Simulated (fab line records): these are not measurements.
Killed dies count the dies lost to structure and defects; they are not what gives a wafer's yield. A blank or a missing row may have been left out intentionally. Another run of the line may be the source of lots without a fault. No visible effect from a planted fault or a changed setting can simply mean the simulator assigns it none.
Chamber matching    flow n5 finfet    N5_BEOL_M6_STRIP_36 on rie diel-03: 4 sister chambers
The step strips in N2/H2. 14 wafers are shown with their chamber, then 7 later ones without.

== WAFERS PAIRED WITH THEIR CHAMBERS ==
wafer   chamber  showerhead plenum p Torr (Torr)  drypump motor current A (A)  throttle valve pct (%)
L077.1  3        2.62                             6.5                          24.0
L077.4  2        2.43                             5.3                          23.3
L077.5  3        2.62                             6.5                          24.0
L078.1  0        2.73                             5.6                          23.5
L078.3  3        2.62                             6.5                          24.0
L078.4  2        2.43                             5.3                          23.3
L081.1  1        2.59                             5.2                          23.3
L081.3  3        2.61                             6.5                          24.0
L081.4  3        2.61                             6.5                          24.0
L085.2  1        2.59                             5.2                          23.3
L085.3  0        2.73                             5.6                          23.6
L085.4  0        2.73                             5.6                          23.6
L087.1  1        2.59                             5.1                          23.4
L087.2  0        2.73                             5.7                          23.6

SIGNATURES (means of the wafers above)
reading                   chamber 0  chamber 1  chamber 2  chamber 3  scatter within a chamber
showerhead plenum p Torr  2.7300     2.5900     2.4300     2.6160     0.00346
drypump motor current A   5.625      5.167      5.300      6.500      0.0376
throttle valve pct        23.575     23.333     23.300     24.000     0.0376
Rule: distance of a wafer from a chamber = root of the sum over the readings of ((wafer's reading minus chamber's mean) / reading's scatter) squared. If the next closest chamber is less than 2 further off than the closest, the wafer can't be placed; otherwise it belongs to the closest. The scatter: the root of (the sum of the squares of (reading less its chamber's mean) over the shown wafers, divided by (wafers less chambers)).

== WAFERS MISSING THEIR CHAMBER ==
wafer   showerhead plenum p Torr (Torr)  drypump motor current A (A)  throttle valve pct (%)
L087.5  2.59                             5.2                          23.3
L090.3  2.73                             5.6                          23.6
L090.4  2.42                             5.3                          23.3
L090.5  2.73                             5.6                          23.6
L096.2  2.72                             5.6                          23.6
L096.4  2.60                             6.5                          23.4
L096.5  2.41                             5.3                          23.4

== CHAMBER TAKEN BY EACH ==
wafer   from the rows above  in truth
L087.5  1                    1
L090.3  0                    0
L090.4  2                    2
L090.5  0                    0
L096.2  0                    0
L096.4  3                    3
L096.5  2                    2
7 of 7 placed correctly. Can't be placed from these rows: 0. 0 placed wrongly.
